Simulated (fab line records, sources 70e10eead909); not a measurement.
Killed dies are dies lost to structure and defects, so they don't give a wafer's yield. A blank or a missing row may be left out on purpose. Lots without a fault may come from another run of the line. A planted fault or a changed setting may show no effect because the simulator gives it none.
Chamber matching | flow nand_harc | NHARC_P_M2_DESCUM_14 on rie_diel-10: 4 sister chambers
The step chemistry O2, time 3 s. 8 wafers are shown with their chamber, then 8 later ones without.

WAFERS WITH THEIR CHAMBER
wafer  | chamber | drypump_motor_current_A (A) | oes_product_au (a.u.)
L076.3 | 1       | 5.9                         | 1.008
L077.3 | 2       | 5.7                         | 1.008
L080.3 | 1       | 5.9                         | 0.999
L080.5 | 3       | 5.5                         | 1.005
L080.1 | 2       | 5.8                         | 1.013
L080.2 | 0       | 6.4                         | 0.993
L080.6 | 0       | 6.4                         | 0.997
L090.1 | 3       | 5.5                         | 0.998

WAFERS WITHOUT THEIR CHAMBER
wafer  | drypump_motor_current_A (A) | oes_product_au (a.u.)
L090.5 | 5.5                         | 0.981
L090.6 | 6.4                         | 0.994
L092.1 | 6.4                         | 0.993
L092.2 | 5.8                         | 1.005
L092.5 | 5.7                         | 0.997
L092.3 | 5.5                         | 0.988
L092.4 | 5.7                         | 0.985
L092.6 | 5.9                         | 0.999

WHICH CHAMBER EACH WENT THROUGH
wafer  | from the rows above          | in truth
L090.5 | 3                            | 3
L090.6 | 0                            | 0
L092.1 | 0                            | 0
L092.2 | can't be placed: 2 or 1      | 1
L092.5 | 2                            | 2
L092.3 | 3                            | 3
L092.4 | can't be placed: 2 or 3 or 1 | 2
L092.6 | 1                            | 1
Placed correctly: 6 of 8. Can't be placed from these rows: 2 (the true chamber is among the candidates in 2). Placed wrongly: 0.
How it was worked out, from the rows above alone: a wafer's distance from a chamber is the root of the sum, over the readings, of the square of ((its reading less the chamber's mean) divided by the reading's scatter). The wafer belongs to the nearest chamber; if the next one is less than 2 further off, it can't be placed. A chamber's mean is the mean of its shown wafers. The scatter: the root of (the sum of the squares of (reading less its chamber's mean) over the shown wafers, divided by (wafers less chambers)).
